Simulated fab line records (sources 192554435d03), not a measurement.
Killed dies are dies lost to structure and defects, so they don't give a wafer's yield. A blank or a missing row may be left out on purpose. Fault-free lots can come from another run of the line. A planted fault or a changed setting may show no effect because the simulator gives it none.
Chamber matching || flow n5_finfet || 3 sister chambers for N5_BEOL_M11_CURE_72 on uv_cure-02
The step cures SiCOH lowk, time 120 s. 6 wafers are shown with their chamber, then 7 later ones without.

## WAFERS, EACH WITH ITS CHAMBER
{"wafer": "L959.2", "chamber": 2, "wafer_temp_C_max": 371.6, "lamp_power_pct (%)": 52.28}
{"wafer": "L959.3", "chamber": 2, "wafer_temp_C_max": 371.8, "lamp_power_pct (%)": 52.31}
{"wafer": "L970.1", "chamber": 0, "wafer_temp_C_max": 371.0, "lamp_power_pct (%)": 52.30}
{"wafer": "L970.3", "chamber": 0, "wafer_temp_C_max": 371.8, "lamp_power_pct (%)": 52.23}
{"wafer": "L971.1", "chamber": 1, "wafer_temp_C_max": 372.2, "lamp_power_pct (%)": 52.23}
{"wafer": "L971.2", "chamber": 1, "wafer_temp_C_max": 372.5, "lamp_power_pct (%)": 52.29}

## WAFERS WITH NO CHAMBER GIVEN
{"wafer": "L971.3", "wafer_temp_C_max": 372.5, "lamp_power_pct (%)": 52.23}
{"wafer": "L973.1", "wafer_temp_C_max": 372.5, "lamp_power_pct (%)": 52.31}
{"wafer": "L973.4", "wafer_temp_C_max": 372.6, "lamp_power_pct (%)": 52.33}
{"wafer": "L973.5", "wafer_temp_C_max": 372.5, "lamp_power_pct (%)": 52.28}
{"wafer": "L975.2", "wafer_temp_C_max": 372.0, "lamp_power_pct (%)": 52.27}
{"wafer": "L975.3", "wafer_temp_C_max": 372.0, "lamp_power_pct (%)": 52.39}
{"wafer": "L975.5", "wafer_temp_C_max": 371.8, "lamp_power_pct (%)": 52.34}

## CHAMBER TAKEN BY EACH
{"wafer": "L971.3", "from the rows above": "can't be placed: 1 or 2", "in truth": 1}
{"wafer": "L973.1", "from the rows above": "can't be placed: 1 or 2 or 0", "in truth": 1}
{"wafer": "L973.4", "from the rows above": "can't be placed: 1 or 2 or 0", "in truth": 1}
{"wafer": "L973.5", "from the rows above": "can't be placed: 1 or 2", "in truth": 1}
{"wafer": "L975.2", "from the rows above": "can't be placed: 1 or 2 or 0", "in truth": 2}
{"wafer": "L975.3", "from the rows above": "can't be placed: 2 or 1 or 0", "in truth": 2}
{"wafer": "L975.5", "from the rows above": "can't be placed: 2 or 0 or 1", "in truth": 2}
Placed correctly: 0 of 7. Unplaceable from these rows: 7, with the true chamber sitting among the candidates in 7. Number placed wrongly: 0.
How it was worked out, from the rows above alone: a wafer's distance from a chamber is the root of the sum, over the readings, of the square of ((its reading less the chamber's mean) divided by the reading's scatter). The wafer belongs to the nearest chamber; if the next one is less than 2 further off, it can't be placed. A chamber's mean is the mean of its shown wafers. The scatter: the root of (the sum of the squares of (reading less its chamber's mean) over the shown wafers, divided by (wafers less chambers)).
